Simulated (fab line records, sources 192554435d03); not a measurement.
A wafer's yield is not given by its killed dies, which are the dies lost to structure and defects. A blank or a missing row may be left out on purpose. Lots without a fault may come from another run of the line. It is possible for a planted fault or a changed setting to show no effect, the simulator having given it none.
Matching of chambers	flow n5Finfet	N5_BEOL_M12_ETCH_67 on rieDiel-06: 4 sister chambers
The step etches SiARC in CF4, target depth 143 nm, time 238.3 s. 8 wafers are shown with their chamber, then 12 later ones without.

## WAFERS, EACH WITH ITS CHAMBER
wafer	chamber	drypumpMotorCurrentA (A)	showerheadPlenumPTorr (Torr)
L082.1	0	4.8	2.05
L084.2	2	5.3	2.11
L087.2	1	5.6	2.12
L087.4	0	4.8	2.05
L087.5	3	4.9	2.26
L089.1	1	5.6	2.12
L089.2	3	4.8	2.26
L089.6	2	5.3	2.10

## WAFERS WHOSE CHAMBER IS MISSING
wafer	drypumpMotorCurrentA (A)	showerheadPlenumPTorr (Torr)
L091.3	4.8	2.26
L091.4	5.3	2.10
L091.5	4.8	2.04
L092.1	4.9	2.26
L092.2	4.8	2.04
L092.5	5.3	2.10
L093.3	5.5	2.12
L093.4	4.8	2.04
L093.6	4.9	2.26
L097.1	4.8	2.04
L097.2	5.6	2.11
L097.5	5.6	2.12

## CHAMBER TAKEN BY EACH
wafer	from the rows above	in truth
L091.3	3	3
L091.4	2	2
L091.5	0	0
L092.1	3	3
L092.2	0	0
L092.5	2	2
L093.3	1	1
L093.4	0	0
L093.6	3	3
L097.1	0	0
L097.2	1	1
L097.5	1	1
Placed correctly: 12 of 12. From these rows, 0 cannot be placed. 0 placed wrongly.
How it was worked out, from the rows above alone: a wafer's distance from a chamber is the root of the sum, over the readings, of the square of ((its reading less the chamber's mean) divided by the reading's scatter). The wafer belongs to the nearest chamber; if the next one is less than 2 further off, it can't be placed. A chamber's mean is the mean of its shown wafers. The scatter: take each reading less its chamber's mean, square it, sum over the shown wafers, divide by the number of wafers less the number of chambers, and take the root.
